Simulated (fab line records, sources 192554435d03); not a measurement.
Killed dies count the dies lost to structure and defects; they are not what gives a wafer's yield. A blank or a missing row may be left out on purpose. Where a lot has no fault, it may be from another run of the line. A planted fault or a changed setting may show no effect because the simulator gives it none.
Lot-split experiment :: flow n5-finfet :: on a route of 1938 steps: 7 lots, 21 wafers read

ABOUT THE SPLIT
At N5_SD_EPI_N_PEB_07 (peb time 60 s), the setting peb-temp-c was moved away from the recipe's 110 C on 5 of the 21 wafers read, by +1.4% to +2.5%. This setting was run at the recipe's value on the other wafers.

THE PATH FROM SPLIT TO READING: the file shows 1 step between them
- N5_SD_EPI_N_DEVELOP_08: develop time 30 s

THE READING
At N5_SD_EPI_N_CD_MEAS_09: cd-nm in nanometres, against a target cd of 120 nm. On this fab line, fault-free wafers typically give 119.7 nm with a standard deviation of 0.77 nm.

wafer: L075.1
tool, chamber at the split: litho-track-05, 0
peb-temp-c as run, C: 112.6
against the recipe: +2.4%
cd-nm, nm: 126.3
against lot-mates on the recipe: +6.7

wafer: L075.5
tool, chamber at the split: litho-track-05, 0
peb-temp-c as run, C: 112.6
against the recipe: +2.4%
cd-nm, nm: 126.2
against lot-mates on the recipe: +6.6

wafer: L075.6
tool, chamber at the split: litho-track-05, 0
peb-temp-c as run, C: 110
against the recipe: recipe
cd-nm, nm: 119.6
against lot-mates on the recipe: -

wafer: L076.1
tool, chamber at the split: litho-track-04, 0
peb-temp-c as run, C: 110
against the recipe: recipe
cd-nm, nm: 121.5
against lot-mates on the recipe: -

wafer: L076.2
tool, chamber at the split: litho-track-04, 0
peb-temp-c as run, C: 110
against the recipe: recipe
cd-nm, nm: 119.3
against lot-mates on the recipe: -

wafer: L076.3
tool, chamber at the split: litho-track-04, 0
peb-temp-c as run, C: 110
against the recipe: recipe
cd-nm, nm: 119.4
against lot-mates on the recipe: -

wafer: L080.1
tool, chamber at the split: litho-track-04, 0
peb-temp-c as run, C: 110
against the recipe: recipe
cd-nm, nm: 117.3
against lot-mates on the recipe: -

wafer: L080.3
tool, chamber at the split: litho-track-04, 0
peb-temp-c as run, C: 112.8
against the recipe: +2.5%
cd-nm, nm: 123.9
against lot-mates on the recipe: +6.6

wafer: L080.5
tool, chamber at the split: litho-track-04, 0
peb-temp-c as run, C: 112.8
against the recipe: +2.5%
cd-nm, nm: 125.6
against lot-mates on the recipe: +8.3

wafer: L083.2
tool, chamber at the split: litho-track-05, 0
peb-temp-c as run, C: 110
against the recipe: recipe
cd-nm, nm: 121.1
against lot-mates on the recipe: -

wafer: L083.3
tool, chamber at the split: litho-track-05, 0
peb-temp-c as run, C: 110
against the recipe: recipe
cd-nm, nm: 120.2
against lot-mates on the recipe: -

wafer: L083.4
tool, chamber at the split: litho-track-05, 0
peb-temp-c as run, C: 110
against the recipe: recipe
cd-nm, nm: 118.9
against lot-mates on the recipe: -

wafer: L092.1
tool, chamber at the split: litho-track-05, 0
peb-temp-c as run, C: 110
against the recipe: recipe
cd-nm, nm: 119.7
against lot-mates on the recipe: -

wafer: L092.4
tool, chamber at the split: litho-track-05, 0
peb-temp-c as run, C: 110
against the recipe: recipe
cd-nm, nm: 121.4
against lot-mates on the recipe: -

wafer: L092.5
tool, chamber at the split: litho-track-05, 0
peb-temp-c as run, C: 110
against the recipe: recipe
cd-nm, nm: 121.2
against lot-mates on the recipe: -

wafer: L094.1
tool, chamber at the split: litho-track-05, 0
peb-temp-c as run, C: 111.5
against the recipe: +1.4%
cd-nm, nm: 122.8
against lot-mates on the recipe: +2.9

wafer: L094.2
tool, chamber at the split: litho-track-05, 0
peb-temp-c as run, C: 110
against the recipe: recipe
cd-nm, nm: 120.0
against lot-mates on the recipe: -

wafer: L094.4
tool, chamber at the split: litho-track-05, 0
peb-temp-c as run, C: 110
against the recipe: recipe
cd-nm, nm: 119.8
against lot-mates on the recipe: -

wafer: L096.1
tool, chamber at the split: litho-track-03, 0
peb-temp-c as run, C: 110
against the recipe: recipe
cd-nm, nm: 123.2
against lot-mates on the recipe: -

wafer: L096.2
tool, chamber at the split: litho-track-03, 0
peb-temp-c as run, C: 110
against the recipe: recipe
cd-nm, nm: 123.0
against lot-mates on the recipe: -

wafer: L096.3
tool, chamber at the split: litho-track-03, 0
peb-temp-c as run, C: 110
against the recipe: recipe
cd-nm, nm: 121.2
against lot-mates on the recipe: -

FIT RESULTS
A straight line over all 21 wafers: cd-nm changes by +2.03 nm for each +1% of peb-temp-c; r = +0.82; the points scatter about the line by 1.4 nm.
The same after taking each lot's own level away (the mean of its wafers on the recipe; 21 wafers): +2.83 nm for each +1%; r = +0.96; scatter 0.8 nm.
According to that fit, moving peb-temp-c by its largest amount changes the reading by 7.2 nm.
The span of the lots' own levels, 117.30 to 122.47 nm, comes to 6.7 times the standard deviation stated above.
Thus the slope moves with the lot-to-lot level: the two fits are different.
Check: with one of the wafers moved furthest among these (+2.5%) left out of the fit, the line predicts +7.38 nm for it against its lot-mates. It came out at +6.6 nm against them.

OTHER SPLITS APPLIED TO THESE WAFERS
These wafers also went through other splits before the reading. Each is held against what the fit with the lots' levels taken away leaves over:
other split on the same wafers: N5_WELL_APT_COAT_02 spin-rpm
wafers away from the commonest value: 8
r with cd-nm (lot level and that fit taken away): -0.16

other split on the same wafers: N5_WELL_APT_PEB_06 peb-temp-c
wafers away from the commonest value: 5
r with cd-nm (lot level and that fit taken away): +0.05

other split on the same wafers: N5_FIN_SAQP_FIN_ETCH_36 icp-w
wafers away from the commonest value: 7
r with cd-nm (lot level and that fit taken away): +0.03

other split on the same wafers: N5_FIN_CUT_EXPOSE_05 dose-mj
wafers away from the commonest value: 8
r with cd-nm (lot level and that fit taken away): +0.00

THE WHOLE CHAIN: every reading that the file lists as answering this split, in the file's order
step: N5_SD_EPI_N_CD_MEAS_09
what it does: target cd 120 nm
reading: cd-nm
change (the file's fit): +2.78 nm for each +1% of the setting
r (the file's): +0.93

step: N5_SD_EPI_N_DESCUM_14
what it does: chemistry O2, time 7.9 s
reading: SD_EPI_N.cd-nm (the simulator's own value, which no gauge read)
change (the file's fit): +2.79 nm for each +1% of the setting
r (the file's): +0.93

FILE'S OWN FIT
cd-nm changes by +2.78 nm for each +1% of peb-temp-c, r = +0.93.
